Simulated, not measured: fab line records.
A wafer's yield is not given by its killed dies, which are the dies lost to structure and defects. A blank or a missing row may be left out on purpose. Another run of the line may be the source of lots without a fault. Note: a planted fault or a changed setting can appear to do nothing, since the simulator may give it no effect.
fab line records	flow n5Finfet
[record] lots = 6	wafers = 18	lastDay = 18
route steps=1938 shown BEOL_M4@1111 BEOL_M11@1569 BEOL_M15@1830 PASSIVATION@1936
lots that met no fault: taken from a fault-free run of the same line
startH: hours from the record's opening day to when the first of the lot's shown wafers began	waitH: hours since the lot's step before	" same as the row above	L1.1+2: one row covering several wafers at once	- either no value or no given start	* or withheld: withheld	< > ~ a bound
route shown NAME@n: NAME is a module with steps in the file, n the number in the route of the first one	usual: the fault-free wafers' mean and standard deviation	same: alike in all rows	chamber/n: place in a boat	sites: the reading at each site	_std_site: standard deviation of those values	_edge_site: inner sites' mean taken away from outer sites' mean	radiusMm: for every site, how far away it sits from the centre of the wafer	mask NAME#n: copy n	behind: the tool/chamber that last shaped the wafer	hold: why the lot was held/for how many hours/how that ended	device: transistor that didn't switch, given as n, p or np	end of line: the same wafers' tests at the end of the route	for a step that has no rows: nothing shown but its recipe	killed: the dies lost at the first sort to structure and to defects; this is not the yield of the wafer	map: a wafer's dies, x killed, . not, _ none there
set.NAME: the setting that was run; set.NAME@STEP: the one run at that earlier step	model.NAME: the simulator's own value behind a step, which no gauge read
steps of the route over a sample of lots; a table a step, a row a wafer
services: when a tool's chamber went out of use (startH, in hours from the record's first day, below 0 if earlier), for how many hours, and the reason
[[steps]]
[step N5_BEOL_M4_RC_MEAS_101]
[usual] DIBL_N = 36.2/1.6	DIBL_P = 36.5/1.9	IOFF_N = 0.158/0.027	IOFF_P = 0.21/0.038	ION_N = 675/12	ION_P = 464/8.9	SS_N = 71.5/0.61	SS_P = 73.4/0.59	VT_N = 250.4/3	VT_P = -250/3.6
lot.wafer	tool	chamber	startH	waitH	DIBL_N[mV/V]	DIBL_P[mV/V]	IOFF_N[nA/um]	IOFF_P[nA/um]	ION_N[uA/um]	ION_P[uA/um]	SS_N[mV/dec]	SS_P[mV/dec]	VT_N[mV]	VT_P[mV]
L414.1	prober-01	0	164.40	0.0	37.7	38.5	0.175	0.26	683	474	72.3	74.0	251.0	-247
L414.3	"	0	"	"	36.3	36.5	0.146	0.22	676	472	71.1	73.0	251.9	-250
L414.5	"	0	"	"	38.5	39.0	0.194	0.27	683	468	72.0	74.1	247.4	-245
L424.3	prober-01	0	227.77	0.3	34.9	35.8	0.142	0.19	671	463	70.5	73.5	251.0	-250
L424.5	"	0	"	"	36.5	37.3	0.175	0.20	691	464	70.8	73.8	245.7	-251
L424.6	"	0	"	"	38.2	39.0	0.209	0.25	705	474	72.8	73.6	246.5	-246
L429.1	prober-02	0	276.81	0.0	36.2	35.3	0.141	0.18	677	464	70.7	73.0	250.3	-253
L429.3	"	0	"	"	35.3	34.9	0.142	0.18	668	460	71.1	72.6	249.4	-252
L429.5	"	0	"	"	35.5	35.6	0.138	0.18	685	457	71.1	73.1	251.5	-254
L431.1	prober-01	0	281.24	0.0	35.9	35.2	0.144	0.20	699	475	71.7	73.5	248.9	-250
L431.2	"	0	"	"	37.0	37.2	0.162	0.23	691	467	71.6	74.1	248.4	-251
L431.3	"	0	"	"	38.6	40.1	0.212	0.30	705	488	72.1	74.0	245.7	-242
L433.3	prober-02	0	307.86	0.3	38.4	36.8	0.179	0.26	673	468	72.1	73.3	249.6	-247
L433.5	"	0	"	"	37.6	36.5	0.163	0.25	666	467	72.0	74.1	249.4	-247
L433.6	"	0	"	"	37.1	35.7	0.161	0.22	658	457	72.8	73.2	253.0	-247
L436.1	prober-01	0	313.01	0.0	38.4	38.9	0.223	0.30	690	478	73.0	74.6	246.9	-245
L436.3	"	0	"	"	36.2	36.3	0.157	0.23	666	461	71.9	73.7	252.2	-248
L436.6	"	0	"	"	36.0	35.3	0.158	0.21	675	461	71.6	72.9	252.8	-252
[step N5_BEOL_M11_OVL_MEAS_29]
[recipe] pointsPerWafer = 44
[usual] V10_OVL = -0.5/0.77
lot.wafer	tool	chamber	startH	waitH	V10_OVL[nm]
L414.1	overlay-02	0	233.01	0.0	-0.4
L414.3	"	0	"	"	-0.3
L414.5	"	0	"	"	-0.4
L424.3	overlay-01	0	290.46	0.0	-1.0
L424.5	"	0	"	"	-1.3
L424.6	"	0	"	"	-1.1
L429.1	overlay-02	0	341.74	0.0	-0.8
L429.3	"	0	"	"	-0.5
L429.5	"	0	"	"	-1.1
L431.1	overlay-01	0	345.26	0.0	-0.6
L431.2	"	0	"	"	0.5
L431.3	"	0	"	"	-0.8
L433.3	overlay-01	0	376.59	0.0	-0.9
L433.5	"	0	"	"	-1.0
L433.6	"	0	"	"	-0.1
L436.1	overlay-02	0	377.61	0.0	-1.4
L436.3	"	0	"	"	-0.8
L436.6	"	0	"	"	-1.1
[step N5_BEOL_M11_TRENCH_ETCH_37]
[recipe] chemistry = C4F6/O2	targetDepthA = 1488.3	target = SiCOH_lowk	timeS = 48	ionEnergyEv = 250	pressureMtorr = 30	sourceW = 345	biasW = 185	Ar_flow_sccm = 300	C4F6_flow_sccm = 10	O2_flow_sccm = 10
[usual] drypumpMotorCurrentA = 5.7/0.57	oesProductAu = 0.80/0.086	rfVppV = 668/18	showerheadPlenumPTorr = 2.84/0.08	throttleValvePct = 20.87/0.25
lot.wafer	tool	chamber	startH	waitH	drypumpMotorCurrentA	oesProductAu	rfHoursCounterH	rfVppV	showerheadPlenumPTorr	throttleValvePct
L414.1	rieDiel-06	2	233.68	-	5.0	0.88	48	675	2.79	20.49
L414.3	"	1	"	"	5.1	0.71	229	643	2.81	20.93
L414.5	"	0	"	"	6.3	0.74	-	669	2.72	21.16
L424.3	rieDiel-06	0	290.83	-	6.3	0.73	197	669	2.72	21.19
L424.5	"	2	"	"	5.0	0.84	-	675	2.78	20.52
L424.6	"	0	"	"	6.3	1.05	-	669	2.72	21.30
L429.1	rieDiel-03	3	342.11	-	5.4	0.96	6	656	2.91	20.81
L429.3	"	1	"	"	5.7	0.84	71	657	2.87	20.72
L429.5	"	0	"	"	6.5	0.89	-	686	2.89	20.53
L431.1	rieDiel-03	3	345.83	-	5.4	0.95	7	657	2.91	20.82
L431.2	"	1	"	"	5.7	0.83	73	657	2.87	20.72
L431.3	"	0	"	"	6.5	0.90	47	686	2.88	20.54
L433.3	rieDiel-03	2	377.00	-	6.6	0.86	38	668	2.80	20.91
L433.5	"	0	"	"	6.5	0.87	-	686	2.88	20.51
L433.6	"	1	"	"	5.7	0.82	-	655	2.87	20.71
L436.1	rieDiel-06	2	377.98	-	5.0	0.83	92	675	2.77	20.56
L436.3	"	1	"	"	5.1	0.94	12	641	2.80	20.64
L436.6	"	0	"	"	6.2	0.71	-	670	2.70	21.21
[step N5_BEOL_M11_OCD_MEAS_38]
[usual] trenchDepthNm = 149.2/3
lot.wafer	tool	chamber	startH	waitH	trenchDepthNm
L414.1	ocd-01	-	233.86	-	150.8
L414.3	"	-	"	"	145.5
L414.5	"	-	"	"	146.1
L424.3	ocd-01	-	291.01	-	144.9
L424.5	"	-	"	"	147.7
L424.6	"	-	"	"	246.5
L429.1	ocd-01	-	342.29	-	152.1
L429.3	"	-	"	"	148.0
L429.5	"	-	"	"	152.3
L431.1	ocd-01	-	346.02	-	153.4
L431.2	"	-	"	"	148.3
L431.3	"	-	"	"	154.0
L433.3	ocd-01	-	377.19	-	151.9
L433.5	"	-	"	"	148.1
L433.6	"	-	"	"	145.3
L436.1	ocd-01	-	378.16	-	152.3
L436.3	"	-	"	"	152.0
L436.6	"	-	"	"	143.7
[step N5_BEOL_M11_PRE_CLEAN_45]
[recipe] gas = H2/He	timeS = 30	tempC = 250
[usual] heaterPowerW = 334/32
lot.wafer	tool	chamber	startH	waitH	heaterPowerW
L414.1	pvdSputter-01	-	234.42	0.0	276
L414.3	"	-	"	"	349
L414.5	"	-	"	"	336
L424.3	pvdSputter-03	-	291.83	0.0	349
L424.5	"	-	"	"	363
L424.6	"	-	"	"	360
L429.1	pvdSputter-03	-	342.88	0.0	380
L429.3	"	-	"	"	302
L429.5	"	-	"	"	356
L431.1	pvdSputter-02	-	346.76	0.0	327
L431.2	"	-	"	"	325
L431.3	"	-	"	"	399
L433.3	pvdSputter-02	-	378.30	0.0	316
L433.5	"	-	"	"	326
L433.6	"	-	"	"	323
L436.1	pvdSputter-02	-	379.10	0.0	400
L436.3	"	-	"	"	325
L436.6	"	-	"	"	393
[step N5_BEOL_M11_SURFACE_TREAT_76]
[recipe] gas = Ar	timeS = *	ionEnergyEv = *	ionCurrentMaCm2 = 0.5	pressureMtorr = *	arFlowSccm = 30
[usual] throttleValvePct = *
lot.wafer	tool	chamber	startH	waitH	throttleValvePct
L414.1	pvdSputter-03	-	234.93	0.3	*
L414.3	"	-	"	"	*
L414.5	"	-	"	"	*
L424.3	pvdSputter-03	-	292.21	0.2	*
L424.5	"	-	"	"	*
L424.6	"	-	"	"	*
L429.1	pvdSputter-03	-	344.85	1.7	*
L429.3	"	-	"	"	*
L429.5	"	-	"	"	*
L431.1	pvdSputter-03	-	347.29	0.3	*
L431.2	"	-	"	"	*
L431.3	"	-	"	"	*
L433.3	pvdSputter-02	-	378.94	0.4	*
L433.5	"	-	"	"	*
L433.6	"	-	"	"	*
L436.1	pvdSputter-02	-	379.48	0.2	*
L436.3	"	-	"	"	*
L436.6	"	-	"	"	*
[step N5_BEOL_M11_THK_MEAS_53]
[recipe] thkMeasGauge = xrf	reads = Cu_of_BEOL_M11_ECD_50
[usual] M11_THK = 142/3.4
lot.wafer	tool	chamber	startH	waitH	M11_THK[nm]
L414.1	filmMetro-01	-	236.03	-	143
L414.3	"	-	"	"	138
L414.5	"	-	"	"	139
L424.3	filmMetro-01	-	293.35	-	140
L424.5	"	-	"	"	142
L424.6	"	-	"	"	244
L429.1	filmMetro-01	-	346.06	-	143
L429.3	"	-	"	"	141
L429.5	"	-	"	"	143
L431.1	filmMetro-02	-	349.58	-	146
L431.2	"	-	"	"	140
L431.3	"	-	"	"	147
L433.3	filmMetro-02	-	380.17	-	143
L433.5	"	-	"	"	140
L433.6	"	-	"	"	137
L436.1	filmMetro-02	-	380.76	-	147
L436.3	"	-	"	"	144
L436.6	"	-	"	"	137
[step N5_BEOL_M11_RS_MEAS_57]
[recipe] thkMeasGauge = four-point-probe	reads = Cu_of_BEOL_M11_ECD_50+Co_of_BEOL_M11_CVD_75+TaN_of_BEOL_M11_ALD_74
[usual] M11_RS = 0.151/0.0039
lot.wafer	tool	chamber	startH	waitH	M11_RS[ohm/sq]
L414.1	filmMetro-01	-	236.18	0.1	0.149
L414.3	"	-	"	"	0.155
L414.5	"	-	"	"	0.155
L424.3	filmMetro-02	-	293.47	0.0	0.155
L424.5	"	-	"	"	0.153
L424.6	"	-	"	"	0.085
L429.1	filmMetro-01	-	346.19	0.0	0.151
L429.3	"	-	"	"	0.154
L429.5	"	-	"	"	0.150
L431.1	filmMetro-01	-	349.71	0.0	0.146
L431.2	"	-	"	"	0.153
L431.3	"	-	"	"	0.146
L433.3	filmMetro-01	-	380.30	0.0	0.150
L433.5	"	-	"	"	0.153
L433.6	"	-	"	"	0.157
L436.1	filmMetro-02	-	380.88	0.0	0.145
L436.3	"	-	"	"	0.146
L436.6	"	-	"	"	0.156
[step N5_BEOL_M15_RC_MEAS_101]
[usual] COMB_M10 = 1.5e-11/3.1e-12	COMB_M12 = 6.6e-12/1.5e-12	COMB_M13 = 4.9e-12/1e-12	COMB_M14 = 3.8e-12/8e-13	COMB_M15 = 2.6e-12/6.8e-13	COMB_M5 = 3.6e-11/7.7e-12	COMB_M6 = 2.6e-11/4.7e-12	COMB_M7 = 2.5e-11/4.8e-12	COMB_M7_max_site = 3.7e-11/8.7e-12	COMB_M8 = 2.5e-11/5.1e-12	COMB_M9 = 1.5e-11/3.8e-12	SERP_M10 = 3.05/0.077	SERP_M11 = 3.05/0.093	SERP_M11_max_site = 3.16/0.1	SERP_M12 = 0.636/0.016	SERP_M13 = 0.305/0.0072	SERP_M14 = 0.159/0.0035	SERP_M5 = 39.7/2	SERP_M6 = 13.9/0.51	SERP_M7 = 13.8/0.61	SERP_M8 = 13.9/0.53	SERP_M9 = 3.08/0.093	SERP_M9_max_site = 3.18/0.096
lot.wafer	tool	chamber	startH	waitH	COMB_M10[S/m]	COMB_M12[S/m]	COMB_M13[S/m]	COMB_M14[S/m]	COMB_M15[S/m]	COMB_M5[S/m]	COMB_M6[S/m]	COMB_M7[S/m]	COMB_M7_max_site[S/m]	COMB_M8[S/m]	COMB_M9[S/m]	SERP_M10[ohm/um]	SERP_M11[ohm/um]	SERP_M11_max_site[ohm/um]	SERP_M12[ohm/um]	SERP_M13[ohm/um]	SERP_M14[ohm/um]	SERP_M5[ohm/um]	SERP_M6[ohm/um]	SERP_M7[ohm/um]	SERP_M8[ohm/um]	SERP_M9[ohm/um]	SERP_M9_max_site[ohm/um]
L414.1	prober-01	0	273.75	0.0	1.3e-11	8.5e-12	4.8e-12	4.3e-12	2.9e-12	5e-11	3e-11	2.4e-11	4.3e-11	3.4e-11	2.8e-11	3.08	3.01	3.17	0.668	0.313	0.153	40.2	13.9	13.5	14.0	3.17	3.25
L414.3	"	0	"	"	1.6e-11	6.3e-12	6e-12	3.4e-12	2.5e-12	2.6e-11	2.8e-11	2.9e-11	3.7e-11	2.6e-11	1.9e-11	3.09	3.15	3.29	0.630	0.313	0.162	36.9	14.8	14.2	13.9	3.05	3.16
L414.5	"	0	"	"	2e-11	6.1e-12	3.7e-12	4.1e-12	3e-12	2.6e-11	3.4e-11	2.7e-11	3.5e-11	2.8e-11	1.4e-11	3.08	3.18	3.25	0.671	0.308	0.156	41.3	13.9	13.4	14.0	3.28	3.35
L424.3	prober-01	0	321.92	0.3	1.6e-11	6.6e-12	5.2e-12	4.6e-12	2.6e-12	3.2e-11	2.8e-11	2.4e-11	5e-11	2.3e-11	1.6e-11	3.05	3.13	3.26	0.630	0.300	0.159	35.6	13.8	14.0	14.8	3.19	3.34
L424.5	"	0	"	"	1.3e-11	4.4e-12	5.4e-12	4.6e-12	2.9e-12	4.4e-11	3.3e-11	2.2e-11	3.2e-11	2e-11	1.9e-11	3.08	3.10	3.16	0.639	0.313	0.161	40.5	13.7	13.7	15.0	3.07	3.16
L424.6	"	0	"	"	1.2e-11	5.4e-12	6.2e-12	3.5e-12	4.2e-12	3.5e-11	3.3e-11	3e-11	4e-11	2e-11	1.1e-11	3.00	1.72	1.77	0.644	0.295	0.162	38.6	13.3	13.2	14.5	3.15	3.23
L429.1	prober-02	0	374.54	0.0	1.3e-11	4.6e-12	4.3e-12	3.2e-12	2.5e-12	4e-11	2.1e-11	2.9e-11	3.9e-11	3.2e-11	1.3e-11	3.11	3.03	3.09	0.628	0.305	0.163	43.0	13.8	14.5	14.9	3.03	3.14
L429.3	"	0	"	"	1.3e-11	7e-12	4.8e-12	2.9e-12	2.8e-12	2.9e-11	2.7e-11	2.3e-11	3.2e-11	2.2e-11	1.4e-11	3.06	3.06	3.17	0.645	0.306	0.160	39.6	13.6	13.6	14.5	2.98	3.08
L429.5	"	0	"	"	1.3e-11	7.1e-12	3.7e-12	3.8e-12	1.9e-12	3.9e-11	2.8e-11	3.4e-11	6.1e-11	2e-11	1.5e-11	3.05	3.00	3.08	0.634	0.305	0.163	37.8	14.0	13.2	14.2	3.09	3.20
L431.1	prober-02	0	378.56	0.0	1.9e-11	8.4e-12	5.8e-12	5.7e-12	2.7e-12	6e-11	2.3e-11	2.6e-11	5.1e-11	2.5e-11	1.8e-11	3.15	2.97	3.07	0.642	0.302	0.162	39.7	13.8	13.9	13.9	3.02	3.12
L431.2	"	0	"	"	1.2e-11	5.7e-12	5e-12	4.8e-12	2.1e-12	3.1e-11	2.6e-11	3.1e-11	4.9e-11	2.8e-11	1.1e-11	3.03	3.07	3.21	0.639	0.313	0.160	42.5	13.6	13.9	14.1	2.92	3.01
L431.3	"	0	"	"	2.5e-11	1.02e-11	4e-12	3.3e-12	2.7e-12	4.3e-11	2.3e-11	2.8e-11	3.8e-11	2.3e-11	1.1e-11	3.12	2.89	3.01	0.644	0.311	0.159	39.8	14.0	12.7	13.4	3.07	3.20
L436.1	prober-02	0	408.10	0.0	1.6e-11	8.8e-12	4e-12	3.6e-12	2.3e-12	3.6e-11	3e-11	2.6e-11	4e-11	3e-11	1.3e-11	3.09	2.88	2.91	0.615	0.299	0.156	39.1	14.4	14.6	13.6	3.06	3.12
L436.3	"	0	"	"	1.6e-11	9.1e-12	5.4e-12	3.9e-12	2.7e-12	3.4e-11	3.2e-11	2.5e-11	3e-11	2.6e-11	1.5e-11	3.12	2.96	3.02	0.649	0.305	0.164	37.1	14.7	13.6	13.1	2.96	3.14
L436.6	"	0	"	"	1.3e-11	8.1e-12	5e-12	3.4e-12	3.4e-12	2.8e-11	3e-11	1.4e-11	2.5e-11	3e-11	1.7e-11	3.10	3.09	3.15	0.636	0.297	0.162	38.4	14.7	13.5	13.5	3.17	3.20
L433.3	prober-01	0	408.14	0.3	1.5e-11	8.4e-12	5.8e-12	3.2e-12	5e-12	3.8e-11	3e-11	2.8e-11	5.1e-11	2.2e-11	1.3e-11	3.16	3.01	3.12	0.626	0.302	0.156	37.0	14.3	13.6	14.3	3.11	3.14
L433.5	"	0	"	"	1.7e-11	6.2e-12	6.2e-12	3.4e-12	3.7e-12	3.5e-11	2e-11	2.3e-11	3.1e-11	2.1e-11	1.7e-11	3.15	2.97	3.12	0.638	0.308	0.153	38.5	14.5	12.4	13.1	3.03	3.07
L433.6	"	0	"	"	1.7e-11	6.2e-12	5.5e-12	3.5e-12	2.8e-12	5.3e-11	2.9e-11	3.2e-11	4e-11	2.2e-11	1.7e-11	2.99	3.03	3.12	0.647	0.302	0.154	40.6	14.0	13.1	13.9	2.96	3.06
// sites SERP_M11 radiusMm=0,75,75,75,75,140,140,140,140
L414.1 3.14 3.00 3.17 3.09 3.10 2.89 2.98 3.01 2.93
L424.3 3.13 3.15 3.10 3.06 3.17 3.11 3.26 3.12 3.24
L429.1 3.03 3.09 3.07 3.07 3.03 2.98 3.00 3.04 3.00
L431.1 3.07 2.97 2.99 2.98 3.03 2.88 2.95 2.94 2.87
L436.1 2.91 2.90 2.89 2.91 2.88 2.75 2.85 2.79 2.80
L433.3 2.85 3.01 2.92 2.92 2.93 3.10 3.11 3.04 3.12
[step N5_PASSIVATION_PROBE_49]
[usual] defectLimitedYield = 91.3/1.7	killed_at_M0_to_M3 = 33/11	killed_at_M4_up = 14/5.5	killedAtContacts = 13/6.5	killedAtFrontEnd = 39/13	killedAtOther = 3.4/2.9	killedDies = 103/20	killedOnRim = 14/4.3	killedOpen = 69/15	killedShort = 32/8.1	sort_bin_5_function = 5.1/1.1	sort_bin_6_memory = 3.3/0.74	sortNPass = 1077/20	sortYieldPct = 91.3/1.7
[same] grossDies = 1180	killedAtBackSide = 0	sort_bin_4_leakage[%] = 0	sort_bin_8_speed[%] = 0
lot.wafer	tool	chamber	startH	waitH	defectLimitedYield[%]	killed_at_M0_to_M3	killed_at_M4_up	killedAtContacts	killedAtFrontEnd	killedAtOther	killedDies	killedOnRim	killedOpen	killedShort	sort_bin_5_function[%]	sort_bin_6_memory[%]	sortNPass	sortYieldPct[%]
L424.3	prober-01	-	335.85	0.1	90.6	71	4	12	23	1	111	17	70	40	6.0	3.3	1069	90.6
L424.5	prober-01	-	335.95	0.2	92.7	28	15	16	23	4	86	11	60	25	4.0	3.0	1094	92.7
L424.6	prober-01	-	336.00	0.3	60.6	36	394	7	27	1	465	35	62	21	4.5	2.5	715	60.6
L431.1	prober-02	-	393.78	0.0	92.1	21	17	9	44	2	93	9	64	28	4.5	3.1	1087	92.1
L431.2	prober-02	-	393.83	0.1	89.7	35	18	23	42	3	121	23	75	44	5.3	4.6	1059	89.7
L431.3	prober-02	-	393.88	0.1	91.5	29	13	20	34	4	100	14	72	27	4.7	3.4	1080	91.5
// killed by level:class
L424.3 BEOL_M0_SAQP:geometricParticle:open=30 BEOL_M0_SAQP:geometricParticle:short=20 MOL_CONTACT_COAG:geometricParticle:open=8 DUMMY_GATE:geometricParticle:open=5 BEOL_M1:geometricParticle:open=5 BEOL_M1:geometricParticle:short=5 FIN_SAQP:geometricParticle:short=4 BEOL_M3:geometricParticle:open=4
L424.5 MOL_CONTACT_COAG:geometricParticle:open=13 FIN_SAQP:geometricParticle:open=11 BEOL_M0_SAQP:geometricParticle:short=9 BEOL_M0_SAQP:geometricParticle:open=7 BEOL_M4:geometricParticle:open=7 DUMMY_GATE:geometricParticle:open=5 BEOL_M1:geometricParticle:open=5 BEOL_M5:geometricParticle:open=4
L424.6 BEOL_M11:areaEtch=380 BEOL_M1:geometricParticle:open=10 BEOL_M0_SAQP:geometricParticle:open=8 FIN_SAQP:geometricParticle:open=6 MOL_CONTACT_COAG:geometricParticle:open=6 BEOL_M3:geometricParticle:open=6 BEOL_M0_SAQP:geometricParticle:short=5 BEOL_M5:geometricParticle:short=5
L431.1 FIN_SAQP:geometricParticle:short=10 DUMMY_GATE:geometricParticle:open=10 FIN_SAQP:geometricParticle:open=9 MOL_CONTACT_COAG:geometricParticle:open=7 BEOL_M0_SAQP:geometricParticle:open=7 BEOL_M2:geometricParticle:open=7 BEOL_M4:geometricParticle:open=7 STARTING-WAFER:geometricParticle:short=6
L431.2 MOL_CONTACT_COAG:geometricParticle:open=20 BEOL_M0_SAQP:geometricParticle:short=10 FIN_SAQP:geometricParticle:open=8 FIN_SAQP:geometricParticle:short=8 DUMMY_GATE:geometricParticle:open=8 BEOL_M3:geometricParticle:short=6 BEOL_M2:geometricParticle:open=6 BEOL_M3:geometricParticle:open=5
L431.3 MOL_CONTACT_COAG:geometricParticle:open=18 FIN_SAQP:geometricParticle:open=10 BEOL_M0_SAQP:geometricParticle:short=7 BEOL_M2:geometricParticle:open=7 FIN_SAQP:geometricParticle:short=5 BEOL_M0_SAQP:geometricParticle:open=5 BEOL_M3:geometricParticle:open=5 BEOL_M4:geometricParticle:open=5
[[services]]
tool	chamber	startH	hours	kind
rieDiel-06	0	213.00	3.4	repair
rieDiel-03	2	217.30	-	clean
rieDiel-03	2	217.30	-	consumableReplace:focusRing
rieDiel-03	2	217.30	20.1	scheduledDown
rieDiel-03	2	217.30	20.1	ventCycle
rieDiel-03	2	266.47	4.2	repair
rieDiel-06	1	290.13	8.6	repair
rieDiel-03	3	303.82	-	clean
rieDiel-03	3	303.82	-	consumableReplace:focusRing
rieDiel-03	3	303.82	16.7	scheduledDown
rieDiel-03	3	303.82	16.7	ventCycle
rieDiel-06	1	312.47	-	clean
rieDiel-06	1	312.47	-	consumableReplace:focusRing
rieDiel-06	1	312.47	21.9	scheduledDown
rieDiel-06	1	312.47	21.9	ventCycle
pvdSputter-01	-	336.32	11.7	repair
pvdSputter-02	-	357.05	3.6	repair
rieDiel-03	-	357.61	13.2	repair
rieDiel-06	-	363.75	0.3	repair
pvdSputter-03	-	367.80	5.5	repair
[[key]]
[firstSign] step = N5_BEOL_M11_OCD_MEAS_38	reading = trenchDepthNm	direction = up	sigmas = 33	usual = 149.2	struck = 246.5
[effect] step = N5_BEOL_M11_THK_MEAS_53	reading = M11_THK	direction = up	sigmas = 30	usual = 142	struck = 244
[effect] step = N5_BEOL_M11_RS_MEAS_57	reading = M11_RS	direction = down	sigmas = 17	usual = 0.151	struck = 0.085
[effect] step = N5_BEOL_M15_RC_MEAS_101	reading = SERP_M11	direction = down	sigmas = 14	usual = 3.05	struck = 1.72
[effect] step = N5_PASSIVATION_PROBE_49	reading = killed_at_M4_up	direction = up	sigmas = 70	usual = 14	struck = 394
[moreKillsBornAt] N5_BEOL_M11_TRENCH_ETCH_37@rieDiel-06 = 380
metAt N5_BEOL_M11_TRENCH_ETCH_37
struckLots L424
struckWafers L424.6
notActingAt N5_BEOL_M11_OVL_MEAS_29,N5_BEOL_M11_PRE_CLEAN_45,N5_BEOL_M11_SURFACE_TREAT_76
onsetBetween 233.68 290.83
[fault] kind = processParameterDrift	tool = rieDiel-06	chamber = -	onsetH = 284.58	steps = N5_BEOL_M11_TRENCH_ETCH_37	channel = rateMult	offset = 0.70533	shape = step	endH = 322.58	scope = struckWafersOnly
